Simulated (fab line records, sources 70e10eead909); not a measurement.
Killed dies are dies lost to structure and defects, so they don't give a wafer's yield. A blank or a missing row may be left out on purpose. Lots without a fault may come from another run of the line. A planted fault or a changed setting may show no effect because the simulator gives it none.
A struck lot beside a sound one | flow nand_harc | 14 steps out of a route of 1302
Sound: wafers L532.3, L532.5, L532.6. Struck: wafers L549.1, L549.2. (L549.5 of the same lot was not struck and is left out.) The cause comes at the end.
At each step with rows: each side's tool, then ch and its chambers, then its first start. Under that, the readings that differ: sound wafers | struck wafers | difference of the means | sigmas: that difference in standard deviations of wafers without a fault.
alike: readings whose means differ by less than 2 such deviations, and words and numbers that are the same on both sides. not compared: withheld readings, readings that some wafer has no value for, bounds like >300 that may hide the same value, and numbers for which the record gives no deviation and whose values overlap.
The two part at a step that has a row with sigmas, a row that says differs or no value, or rows on one side only. Numbers that don't overlap but have no deviation are shown without sigmas and don't part them. A reading that every wafer of one side lacks parts them only if that side has two wafers or more.

NHARC_A_SOURCE_PLATE_THK_MEAS_06: measures by ellipsometry.
  sound on film_metro-02, day 7 10:31; struck on film_metro-02, day 14 21:08
  alike: thk_nm
NHARC_A_SOURCE_PLATE_INSPECT_08:
  sound on defect_inspect-01, day 7 10:35; struck on defect_inspect-02, day 14 21:14
  alike: raw_defect_count
then, 1 step without rows for these wafers: NHARC_A_ONON_D1_DEP_00 (target thk 1000 nm).
NHARC_A_ONON_D1_THK_MEAS_02: measures by ellipsometry.
  sound on film_metro-02, day 7 11:10; struck on film_metro-01, day 14 21:49
  alike: thk_nm
then, 1 step without rows for these wafers: NHARC_A_ONON_D1_DEP_03 (target thk 1000 nm).
NHARC_A_ONON_D1_THK_MEAS_05: measures by ellipsometry.
  sound on film_metro-01, day 7 11:44; struck on film_metro-02, day 14 22:23
  alike: thk_nm
then, 1 step without rows for these wafers: NHARC_A_ONON_D1_DEP_06 (target thk 1000 nm).
NHARC_A_ONON_D1_THK_MEAS_08: measures by ellipsometry.
  sound on film_metro-01, day 7 12:18; struck on film_metro-02, day 14 22:56
  alike: thk_nm
then, 1 step without rows for these wafers: NHARC_A_ONON_D1_DEP_09 (target thk 1000 nm).
NHARC_A_ONON_D1_THK_MEAS_11: measures by ellipsometry.
  sound on film_metro-02, day 7 12:52; struck on film_metro-01, day 14 23:31
  alike: thk_nm
NHARC_A_ONON_D1_DEP_12: target thk 1000 nm.
  sound on pecvd_onon-01 ch 0, day 7 13:02; struck on pecvd_onon-02 ch 0, day 14 23:34
  reading               | sound             | struck      | difference | sigmas
  sih4_flow_sccm (sccm) | 210.9 211.2 210.7 | 210.0 209.3 | -1.3       | -2
  alike: susceptor_temp_C
NHARC_A_ONON_D1_THK_MEAS_14: measures by ellipsometry.
  sound on film_metro-02, day 7 13:26; struck on film_metro-02, day 15 00:05
  reading     | sound       | struck  | difference | sigmas
  thk_nm (nm) | 992 991 990 | 544 544 | -447       | -34
then, 1 step without rows for these wafers: NHARC_A_ONON_D1_ANNEAL_15 (time 3600 s).
-- the record jumps here: 17 days lie between the struck wafers' starts before and after (it left off in module A_ONON_D1 and takes up again in module END, whose first step shown is number 1302 of the route) --
NHARC_END_SORT_01:
  sound on prober-01 ch 0, day 23 20:47; struck on prober-01 ch 0, day 31 15:29
  reading             | sound    | struck  | difference | sigmas
  killed_at_array     | 50 50 35 | 663 661 | +617       | +31
  killed_at_periphery | 6 4 1    | 12 16   | +10        | +4
  killed_dies         | 57 56 37 | 677 677 | +627       | +33
  alike: killed_at_other, killed_open, killed_short

WHERE THEY PART
First at NHARC_A_ONON_D1_DEP_12; last, within this record, at NHARC_END_SORT_01.

WHY: what the simulator had put in
Process parameter drift: pecvd_onon-02, from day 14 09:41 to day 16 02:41, at NHARC_A_ONON_D1_DEP_12. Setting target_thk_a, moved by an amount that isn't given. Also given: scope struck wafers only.
